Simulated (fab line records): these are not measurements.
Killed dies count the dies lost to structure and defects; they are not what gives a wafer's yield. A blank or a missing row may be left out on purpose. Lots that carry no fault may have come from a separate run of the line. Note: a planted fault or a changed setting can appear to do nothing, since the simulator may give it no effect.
Comparing a struck lot with a sound one / flow n5-finfet / 15 steps out of a route of 1938
Sound: these wafers, L380.1, L380.3, L380.6. The struck wafers were L379.1, L379.2, L379.5. Last of all comes the cause.
For every step that has rows: the tool of each side, followed by ch and its chambers, followed by its first start. Under that, the readings that differ: sound wafers / struck wafers / difference of the means / sigmas: that difference in standard deviations of wafers without a fault.
alike: same words and numbers on both sides, and readings whose means sit less than 2 such deviations apart. not compared: any withheld reading, any reading some wafer has no value for, any bound like >300 that may hide the same value, and any number with overlapping values for which the record gives no deviation.
The two part at a step that has a row with sigmas, a row that says differs or no value, or rows on one side only. Numbers that have no deviation but don't overlap get no sigmas and don't part them. Lack of a reading on every wafer of one side parts them only where that side has two or more wafers.

first, 1 step without rows for these wafers: N5_BEOL_M15_HARDBAKE_14 (time 120 s).
N5_BEOL_M15_CD_MEAS_10 targets a cd of 360 nm.
  sound on cd-sem-01 ch 0, day 15 03:56; struck on cd-sem-02 ch 0, day 14 13:46
  alike: cd-nm
N5_BEOL_M15_OVL_MEAS_11:
  sound on overlay-02 ch 0, day 15 03:59; struck on overlay-01 ch 0, day 14 13:48
  alike: V14_OVL
N5_BEOL_M15_INSPECT_12: inspects for defects (macro).
  sound: defect-inspect-02 at day 15 04:00; struck: defect-inspect-01 at day 14 13:49
  alike: raw-defect-count
N5_BEOL_M15_DESCUM_15: chemistry O2, time 7.9 s.
  sound on rie-diel-06 ch 0,1,3, day 15 04:19; struck on rie-diel-06 ch 1,2, day 14 13:55
  alike: chamber-pressure-mTorr, drypump-motor-current-A, oes-product-au, rf-vpp-V, showerhead-plenum-p-Torr, throttle-valve-pct
  not compared: rf-hours-counter-h
N5_BEOL_M15_ETCH_59: etches BARC in N2/H2, target depth 89 nm, overetch 26.7 nm, time 67.9 s.
  sound on rie-diel-06 ch 0,1,3, day 15 04:21; struck on rie-diel-06 ch 1,2, day 14 13:57
  alike: chamber-pressure-mTorr, drypump-motor-current-A, oes-product-au, rf-vpp-V, showerhead-plenum-p-Torr, throttle-valve-pct
  not compared: rf-hours-counter-h
then, 1 step without rows for these wafers: N5_BEOL_M15_VIA_ETCH_16 (etches SiO2 in C4F8/O2/Ar, target depth 1792.2 nm).
N5_BEOL_M15_STRIP_63: strips in O2.
  sound: rie-diel-06 ch 0,1,3; struck: rie-diel-06 ch 1,2
  alike: chamber-pressure-mTorr, drypump-motor-current-A, oes-product-au, rf-vpp-V, showerhead-plenum-p-Torr, throttle-valve-pct
  not compared: rf-hours-counter-h
N5_BEOL_M15_STRIP_64: strips in O2.
  sound: rie-diel-06 ch 0,1,3; struck: rie-diel-06 ch 1,2
  alike: chamber-pressure-mTorr, drypump-motor-current-A, oes-product-au, rf-vpp-V, showerhead-plenum-p-Torr, throttle-valve-pct
  not compared: rf-hours-counter-h
then, 2 steps without rows for these wafers: N5_BEOL_M15_STRIP_65 (strips in post etch residue remover, time 60 s); N5_BEOL_M15_SRD_66 (time 30 s, dry time 30 s).
N5_BEOL_M15_CD_MEAS_17 targets a cd of 360 nm.
  sound: cd-sem-01 at day 15 04:49; struck: cd-sem-02 at day 14 14:25
  alike: cd-nm
N5_BEOL_M15_COAT_56: time 60 s, resist thk 550 nm.
  sound on litho-track-02 ch 0, day 15 04:51; struck on litho-track-03 ch 0, day 14 14:27
reading=heater-power-total-W (W); sound=497.5 502.7 498.9; struck=481.8 480.7 481.8; difference=-18.3; sigmas=-10
reading=plate-temp-C (C); sound=249.93 249.86 249.91; struck=241.96 241.94 242.10; difference=-7.90; sigmas=-49
N5_BEOL_M15_ETCH_57: etches SOC in N2/H2, time 750 s.
  sound on rie-diel-02 ch 0,2,3, day 15 04:55; struck on rie-diel-04 ch 0,1, day 14 14:31
reading=rf-vpp-V (V); sound=523.1 520.3 524.6; struck=527.6 527.7 527.1; difference=+4.8; sigmas=+2
  alike: chamber-pressure-mTorr, drypump-motor-current-A, oes-product-au, showerhead-plenum-p-Torr, throttle-valve-pct
  not compared: rf-hours-counter-h
N5_PASSIVATION_PROBE_49:
  record: rows for the struck wafers here (prober-02, day 15 12:07), none for the sound ones

## WHERE THEY PART
Last at N5_PASSIVATION_PROBE_49 as far as this record goes, first at N5_BEOL_M15_COAT_56.

WHY: what the simulator had put in
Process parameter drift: litho-track-03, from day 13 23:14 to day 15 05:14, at N5_BEOL_M15_COAT_56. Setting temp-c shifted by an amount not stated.
